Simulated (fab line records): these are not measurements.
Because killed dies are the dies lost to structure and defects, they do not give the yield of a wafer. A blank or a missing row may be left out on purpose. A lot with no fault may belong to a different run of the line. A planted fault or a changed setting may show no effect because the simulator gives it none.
Matching of chambers ; flow nand_harc ; NHARC_A_STAIRCASE_DESCUM_443 on rie_diel-05: 4 sister chambers
The step chemistry O2, time 3 s. 18 wafers are shown with their chamber, then 9 later ones without.

## WAFERS WITH THEIR CHAMBER
wafer;chamber;drypump_motor_current_A (A);throttle_valve_pct (%);showerhead_plenum_p_Torr (Torr)
L074.3;1;6.0;11.312;1.90
L074.5;3;5.0;11.316;1.87
L074.6;0;6.1;11.311;1.77
L077.2;2;5.3;11.311;1.93
L077.3;1;6.0;11.325;1.90
L077.5;0;6.1;11.303;1.76
L080.2;3;5.0;11.319;1.87
L080.4;1;6.0;11.319;1.89
L080.5;3;5.0;11.309;1.87
L081.1;2;5.3;11.310;1.92
L081.4;0;6.1;11.294;2.08
L081.6;1;6.0;11.304;1.89
L082.2;2;5.4;11.299;1.92
L082.3;1;6.0;11.317;1.89
L082.4;3;5.0;11.309;1.87
L084.1;3;5.0;11.313;1.86
L084.2;1;6.0;11.317;1.89
L084.4;0;6.0;11.308;2.07

SIGNATURES, as means of the wafers listed above
reading;chamber 0;chamber 1;chamber 2;chamber 3;scatter within a chamber
drypump_motor_current_A;6.075;6.000;5.333;5.000;0.0318
throttle_valve_pct;11.30400;11.31567;11.30667;11.31320;0.00645
showerhead_plenum_p_Torr;1.9200;1.8933;1.9233;1.8680;0.083
Rule: a wafer's distance from a chamber is the root of the sum, over the readings, of the square of ((its reading less the chamber's mean) divided by the reading's scatter). The wafer belongs to the nearest chamber; if the next one is less than 2 further off, it can't be placed. The scatter is the square root of a quotient: the sum, over the shown wafers, of each reading's squared deviation from its chamber's mean, divided by wafers minus chambers.

## WAFERS WHOSE CHAMBER IS MISSING
wafer;drypump_motor_current_A (A);throttle_valve_pct (%);showerhead_plenum_p_Torr (Torr)
L086.3;6.1;11.302;2.07
L086.5;6.0;11.318;1.89
L086.6;5.3;11.300;1.92
L091.1;6.1;11.323;2.07
L091.2;5.3;11.311;1.91
L091.3;5.0;11.311;1.86
L095.2;6.1;11.303;2.07
L095.5;5.0;11.313;1.86
L095.6;5.3;11.310;1.91

## CHAMBER TAKEN BY EACH
wafer;from the rows above;in truth
L086.3;0;0
L086.5;1;1
L086.6;2;2
L091.1;can't be placed: 0 or 1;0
L091.2;2;2
L091.3;3;3
L095.2;0;0
L095.5;3;3
L095.6;2;2
8 of 9 placed correctly. Cannot be placed on the basis of these rows: 1; the candidates contain the true chamber in 1. Placed wrongly: 0.
